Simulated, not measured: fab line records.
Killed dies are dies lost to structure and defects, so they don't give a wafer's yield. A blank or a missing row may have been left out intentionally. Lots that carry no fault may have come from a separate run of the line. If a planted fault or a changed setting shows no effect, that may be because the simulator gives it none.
Split-lot experiment || flow n5Finfet || on a route of 1938 steps: 7 lots, 21 wafers read

== THE SPLIT ==
At N5_BEOL_M8_COAT_22 (resist thk 30 nm), the setting spinRpm was moved away from the recipe's 1500 rpm on 5 of the 21 wafers read, by -11.0% to +8.6%. This setting was run at the recipe's value on the other wafers.

== FROM THE SPLIT TO THE READING: what the file shows between them, 5 steps ==
- N5_BEOL_M8_EXPOSE_25: exposes mask V7, target cd 40 nm (also split here: doseMj)
- N5_BEOL_M8_PEB_26: peb time 60 s
- N5_BEOL_M8_DEVELOP_27: develop time 30 s
- N5_BEOL_M8_CD_MEAS_28: target cd 40 nm
- N5_BEOL_M8_DESCUM_33: chemistry O2, time 7 s

== THE READING ==
CAR-EUV_of_BEOL_M8_COAT_22.thkNm (the simulator's own value, which no gauge read), in nm, at N5_BEOL_M8_ETCH_72 (etches underlayer in N2/H2, target depth 6.5 nm, time 5.2 s). There is no usual value for it anywhere in the file. Across the 16 wafers here that went through the recipe, the average is 20.4 nm and the standard deviation 0.071 nm.

{"wafer": "L077.2", "tool, chamber at the split": "lithoTrack-05, 0", "spinRpm as run, rpm": 1500, "against the recipe": "recipe", "CAR-EUV_of_BEOL_M8_COAT_22.thkNm, nm": 20.4, "against lot-mates on the recipe": "-"}
{"wafer": "L077.6", "tool, chamber at the split": "lithoTrack-05, 0", "spinRpm as run, rpm": 1500, "against the recipe": "recipe", "CAR-EUV_of_BEOL_M8_COAT_22.thkNm, nm": 20.4, "against lot-mates on the recipe": "-"}
{"wafer": "L077.4", "tool, chamber at the split": "lithoTrack-05, 0", "spinRpm as run, rpm": 1500, "against the recipe": "recipe", "CAR-EUV_of_BEOL_M8_COAT_22.thkNm, nm": 20.2, "against lot-mates on the recipe": "-"}
{"wafer": "L078.3", "tool, chamber at the split": "lithoTrack-03, 0", "spinRpm as run, rpm": 1603, "against the recipe": "+6.9%", "CAR-EUV_of_BEOL_M8_COAT_22.thkNm, nm": 19.6, "against lot-mates on the recipe": -0.9}
{"wafer": "L078.5", "tool, chamber at the split": "lithoTrack-03, 0", "spinRpm as run, rpm": 1500, "against the recipe": "recipe", "CAR-EUV_of_BEOL_M8_COAT_22.thkNm, nm": 20.4, "against lot-mates on the recipe": "-"}
{"wafer": "L078.6", "tool, chamber at the split": "lithoTrack-03, 0", "spinRpm as run, rpm": 1500, "against the recipe": "recipe", "CAR-EUV_of_BEOL_M8_COAT_22.thkNm, nm": 20.6, "against lot-mates on the recipe": "-"}
{"wafer": "L083.3", "tool, chamber at the split": "lithoTrack-05, 0", "spinRpm as run, rpm": 1335, "against the recipe": "-11.0%", "CAR-EUV_of_BEOL_M8_COAT_22.thkNm, nm": 22, "against lot-mates on the recipe": "+1.6"}
{"wafer": "L083.4", "tool, chamber at the split": "lithoTrack-05, 0", "spinRpm as run, rpm": 1500, "against the recipe": "recipe", "CAR-EUV_of_BEOL_M8_COAT_22.thkNm, nm": 20.4, "against lot-mates on the recipe": "-"}
{"wafer": "L083.5", "tool, chamber at the split": "lithoTrack-05, 0", "spinRpm as run, rpm": 1500, "against the recipe": "recipe", "CAR-EUV_of_BEOL_M8_COAT_22.thkNm, nm": 20.4, "against lot-mates on the recipe": "-"}
{"wafer": "L085.2", "tool, chamber at the split": "lithoTrack-02, 0", "spinRpm as run, rpm": 1375, "against the recipe": "-8.3%", "CAR-EUV_of_BEOL_M8_COAT_22.thkNm, nm": 21.6, "against lot-mates on the recipe": "+1.2"}
{"wafer": "L085.3", "tool, chamber at the split": "lithoTrack-02, 0", "spinRpm as run, rpm": 1375, "against the recipe": "-8.3%", "CAR-EUV_of_BEOL_M8_COAT_22.thkNm, nm": 21.6, "against lot-mates on the recipe": "+1.2"}
{"wafer": "L085.5", "tool, chamber at the split": "lithoTrack-02, 0", "spinRpm as run, rpm": 1500, "against the recipe": "recipe", "CAR-EUV_of_BEOL_M8_COAT_22.thkNm, nm": 20.4, "against lot-mates on the recipe": "-"}
{"wafer": "L086.3", "tool, chamber at the split": "lithoTrack-03, 0", "spinRpm as run, rpm": 1500, "against the recipe": "recipe", "CAR-EUV_of_BEOL_M8_COAT_22.thkNm, nm": 20.4, "against lot-mates on the recipe": "-"}
{"wafer": "L086.4", "tool, chamber at the split": "lithoTrack-03, 0", "spinRpm as run, rpm": 1500, "against the recipe": "recipe", "CAR-EUV_of_BEOL_M8_COAT_22.thkNm, nm": 20.4, "against lot-mates on the recipe": "-"}
{"wafer": "L086.6", "tool, chamber at the split": "lithoTrack-03, 0", "spinRpm as run, rpm": 1500, "against the recipe": "recipe", "CAR-EUV_of_BEOL_M8_COAT_22.thkNm, nm": 20.4, "against lot-mates on the recipe": "-"}
{"wafer": "L089.3", "tool, chamber at the split": "lithoTrack-05, 0", "spinRpm as run, rpm": 1500, "against the recipe": "recipe", "CAR-EUV_of_BEOL_M8_COAT_22.thkNm, nm": 20.4, "against lot-mates on the recipe": "-"}
{"wafer": "L089.5", "tool, chamber at the split": "lithoTrack-05, 0", "spinRpm as run, rpm": 1500, "against the recipe": "recipe", "CAR-EUV_of_BEOL_M8_COAT_22.thkNm, nm": 20.4, "against lot-mates on the recipe": "-"}
{"wafer": "L089.6", "tool, chamber at the split": "lithoTrack-05, 0", "spinRpm as run, rpm": 1500, "against the recipe": "recipe", "CAR-EUV_of_BEOL_M8_COAT_22.thkNm, nm": 20.4, "against lot-mates on the recipe": "-"}
{"wafer": "L097.1", "tool, chamber at the split": "lithoTrack-03, 0", "spinRpm as run, rpm": 1500, "against the recipe": "recipe", "CAR-EUV_of_BEOL_M8_COAT_22.thkNm, nm": 20.4, "against lot-mates on the recipe": "-"}
{"wafer": "L097.5", "tool, chamber at the split": "lithoTrack-03, 0", "spinRpm as run, rpm": 1500, "against the recipe": "recipe", "CAR-EUV_of_BEOL_M8_COAT_22.thkNm, nm": 20.4, "against lot-mates on the recipe": "-"}
{"wafer": "L097.4", "tool, chamber at the split": "lithoTrack-03, 0", "spinRpm as run, rpm": 1629, "against the recipe": "+8.6%", "CAR-EUV_of_BEOL_M8_COAT_22.thkNm, nm": 19.2, "against lot-mates on the recipe": -1.2}

THE FIT
A straight line over all 21 wafers: CAR-EUV_of_BEOL_M8_COAT_22.thkNm changes by -0.14 nm for each +1% of spinRpm; r = -0.99; the points scatter about the line by 0.075 nm.
The same after taking each lot's own level away (the mean of its wafers on the recipe; 21 wafers): -0.142 nm for each +1%; r = -1.00; scatter 0.053 nm.
According to that fit, moving spinRpm by its largest amount changes the reading by 1.6 nm.
Across the lots, their own levels run from 20.33 to 20.50 nm, a range of 2.4 times the standard deviation given above.
So the lot-to-lot level changes the slope little: the two slopes agree.
Check: with one of the wafers moved furthest among these (-11.0%) left out of the fit, the line predicts +1.55 nm for it against its lot-mates. Against them it came out at +1.6 nm.

== ADDITIONAL SPLITS CARRIED BY THESE WAFERS ==
These wafers also went through other splits before the reading. Each is held against what the fit with the lots' levels taken away leaves over:
{"other split on the same wafers": "N5_BEOL_M7_EXPOSE_25 doseMj", "wafers away from the commonest value": 5, "r with CAR-EUV_of_BEOL_M8_COAT_22.thkNm (lot level and that fit taken away)": "+0.14"}
{"other split on the same wafers": "N5_BEOL_M7_DESCUM_33 timeS", "wafers away from the commonest value": 8, "r with CAR-EUV_of_BEOL_M8_COAT_22.thkNm (lot level and that fit taken away)": -0.05}
{"other split on the same wafers": "N5_BEOL_M8_EXPOSE_25 doseMj", "wafers away from the commonest value": 6, "r with CAR-EUV_of_BEOL_M8_COAT_22.thkNm (lot level and that fit taken away)": "+0.03"}

== THE WHOLE CHAIN: every reading that the file lists as answering this split, in the file's order ==
{"step": "N5_BEOL_M8_COAT_22", "what it does": "resist thk 30 nm", "reading": "CAR-EUV_of_BEOL_M8_COAT_22.thkNm (the simulator's own value, which no gauge read)", "change (the file's fit)": "-0.149 nm for each +1% of the setting", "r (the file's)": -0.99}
{"step": "N5_BEOL_M8_ETCH_72", "what it does": "etches underlayer in N2/H2, target depth 6.5 nm, time 5.2 s", "reading": "CAR-EUV_of_BEOL_M8_COAT_22.thkNm (the simulator's own value, which no gauge read)", "change (the file's fit)": "-0.142 nm for each +1% of the setting", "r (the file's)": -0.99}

== THE FILE'S OWN FIT ==
CAR-EUV_of_BEOL_M8_COAT_22.thkNm changes by -0.142 nm for each +1% of spinRpm, r = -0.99.
